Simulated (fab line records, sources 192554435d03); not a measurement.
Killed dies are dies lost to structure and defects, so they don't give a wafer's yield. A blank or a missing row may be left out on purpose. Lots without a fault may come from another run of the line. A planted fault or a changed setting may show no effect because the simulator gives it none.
A struck lot beside a sound one | flow n5_finfet | 16 steps out of a route of 1938
Sound: wafers L289.2, L289.6. Struck: wafers L286.3, L286.4, L286.6. The cause comes at the end.
At each step with rows: each side's tool, then ch and its chambers, then its first start. Under that, the readings that differ: sound wafers | struck wafers | difference of the means | sigmas: that difference in standard deviations of wafers without a fault.
alike: readings whose means differ by less than 2 such deviations, and words and numbers that are the same on both sides. not compared: withheld readings, readings that some wafer has no value for, bounds like >300 that may hide the same value, and numbers for which the record gives no deviation and whose values overlap.
The two part at a step that has a row with sigmas, a row that says differs or no value, or rows on one side only. Numbers that don't overlap but have no deviation are shown without sigmas and don't part them. A reading that every wafer of one side lacks parts them only if that side has two wafers or more.

first, 9 steps without rows for these wafers: N5_SDB_COAT_04 (time 60 s, resist thk 18 nm); N5_SDB_COAT_05 (resist thk 90 nm); N5_SDB_EBR_07; N5_SDB_SOFTBAKE_06 (time 60 s); N5_SDB_EXPOSE_08 (exposes mask SDB); N5_SDB_PEB_09 (peb time 60 s); N5_SDB_DEVELOP_10 (develop time 30 s); N5_SDB_DESCUM_16 (chemistry O2, time 7.9 s); N5_SDB_ETCH_17 (etches SiARC in CF4, target depth 23.4 nm, time 39 s).
N5_SDB_ETCH_18: etches SOC in N2/H2, target depth 100 nm, overetch 20 nm, time 150 s.
  sound on rie_diel-04 ch 0,3, day 9 14:10; struck on rie_diel-03 ch 0,1,3, day 8 19:27
  no value came back on the struck wafers for any of 7 readings (bias_w (W), chamber_pressure_mTorr (mTorr) and others); on the sound wafers bias_w (W) reads 149.9 150.7
  reading                                  | sound   | struck   | difference | sigmas
  model.CAR-ArF_of_SDB_COAT_05.thk_nm (nm) | 0 0     | 67 67 67 | +67        |
  model.SiARC_of_SDB_COAT_04.thk_nm (nm)   | 13 12.8 | 18 18 18 | +5         |
  not compared: rf_hours_counter_h
then, 2 steps without rows for these wafers: N5_SDB_STRIP_19 (strips in N2/H2); N5_SDB_STRIP_21 (strips in CF4).
N5_SDB_HM_OPEN_20: chemistry CH3F/O2, target SiNx, stops on poly-Si, target depth 24 nm.
  sound on rie_diel-04 ch 0,3, day 9 14:20; struck on rie_diel-03 ch 0,1,3, day 8 19:37
  reading               | sound     | struck         | difference | sigmas
  oes_product_au (a.u.) | 0.54 0.73 | 0.27 0.32 0.34 | -0.33      | -5
  alike: drypump_motor_current_A, rf_vpp_V, showerhead_plenum_p_Torr, throttle_valve_pct
  not compared: rf_hours_counter_h
then, 1 step without rows for these wafers: N5_SDB_STRIP_22 (strips in N2/H2).
N5_BEOL_M4_RC_MEAS_101:
  the record has rows for the sound wafers here (prober-01 ch 0, day 15 13:37) and none for the struck ones
-- the record jumps here: 10 days lie between the struck wafers' starts before and after (it left off in module BEOL_M4 and takes up again in module PASSIVATION, whose first step shown is number 1936 of the route) --
N5_PASSIVATION_PROBE_49:
  the record has rows for the struck wafers here (prober-01, day 18 20:46) and none for the sound ones

WHERE THEY PART
First at N5_SDB_ETCH_18; last, within this record, at N5_PASSIVATION_PROBE_49.

WHY: what the simulator had put in
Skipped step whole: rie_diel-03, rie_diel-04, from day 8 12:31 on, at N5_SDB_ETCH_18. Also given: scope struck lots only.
